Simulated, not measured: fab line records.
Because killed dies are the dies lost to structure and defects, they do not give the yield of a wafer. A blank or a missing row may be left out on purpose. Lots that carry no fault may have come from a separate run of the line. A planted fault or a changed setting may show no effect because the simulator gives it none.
The tool behind it: which one? | flow nandHarc | 6 lots with 18 wafers sampled at 3 steps, on a route of 1159 steps

## WHAT EACH GAUGE READ, for each wafer
NHARC_P_GATE_INSPECT_68.
lot  | measured     | on               | rawDefectCount
L876 | day 6 02:07  | defectInspect-02 | 103 136 92
L879 | day 6 12:13  | defectInspect-01 | 229 205 133
L881 | day 7 00:30  | defectInspect-01 | 168 245 161
L884 | day 7 15:11  | defectInspect-02 | 150 191 169
L883 | day 7 17:59  | defectInspect-01 | 183 195 174
L896 | day 10 14:05 | defectInspect-02 | 244 573 406

## TOOL THAT RAN EACH LOT (tool first, then ch and the chambers of the sampled wafers, then the start)
lot  | NHARC_P_GATE_DESCUM_61           | NHARC_P_GATE_STRIP_96
L876 | rieDiel-11 ch 0,1,2, day 5 21:14 | wetBench-04 ch 2,6,7, day 6 00:16
L879 | rieDiel-11 ch 2,3, day 6 07:43   | wetBench-09 ch 0,1,2, day 6 10:35
L881 | rieDiel-11 ch 1,3, day 6 20:00   | wetBench-04 ch 0,5,7, day 6 22:52
L884 | rieDiel-06 ch 0,1, day 7 10:35   | wetBench-04 ch 4,5,7, day 7 13:36
L883 | rieDiel-11 ch 1,3, day 7 13:04   | wetBench-04 ch 4,5,6, day 7 16:24
L896 | rieDiel-06 ch 0,1, day 10 09:15  | wetBench-09 ch 4,5,7, day 10 12:14
- NHARC_P_GATE_DESCUM_61: chemistry O2, time 3 s.
- NHARC_P_GATE_STRIP_96: strips in SPM, time 900 s.

## THE ANSWER, worked out from the rows above alone
Rule: usual is defined by the lots themselves. Put in order of their means at a reading, lots are off if they are a third of the lots or fewer, leave a main group of 4 or more, and stand apart from it by a gap of 3 or more times the standard deviation of the main group's means; of several such gaps the widest counts. A main group is skipped when, at the precision printed for the reading in the tables above, its means are all equal. Also off: a lot with no number at a reading for which 4 or more lots have one. All remaining lots with rows at the step are treated as sound.
Off: L896 (NHARC_P_GATE_INSPECT_68, rawDefectCount). The main group has a mean of 169 with a standard deviation of 30.
A tool fits if, at a process step before that reading, it ran every lot that is off, and no sound lot after the first of them. The gauges at NHARC_P_GATE_INSPECT_68 are tried like those tools. Can't be told from this: 3 tools fit, rieDiel-06 at NHARC_P_GATE_DESCUM_61, wetBench-09 at NHARC_P_GATE_STRIP_96, defectInspect-02 at NHARC_P_GATE_INSPECT_68.

## WHAT THE SIMULATOR HAD PUT IN
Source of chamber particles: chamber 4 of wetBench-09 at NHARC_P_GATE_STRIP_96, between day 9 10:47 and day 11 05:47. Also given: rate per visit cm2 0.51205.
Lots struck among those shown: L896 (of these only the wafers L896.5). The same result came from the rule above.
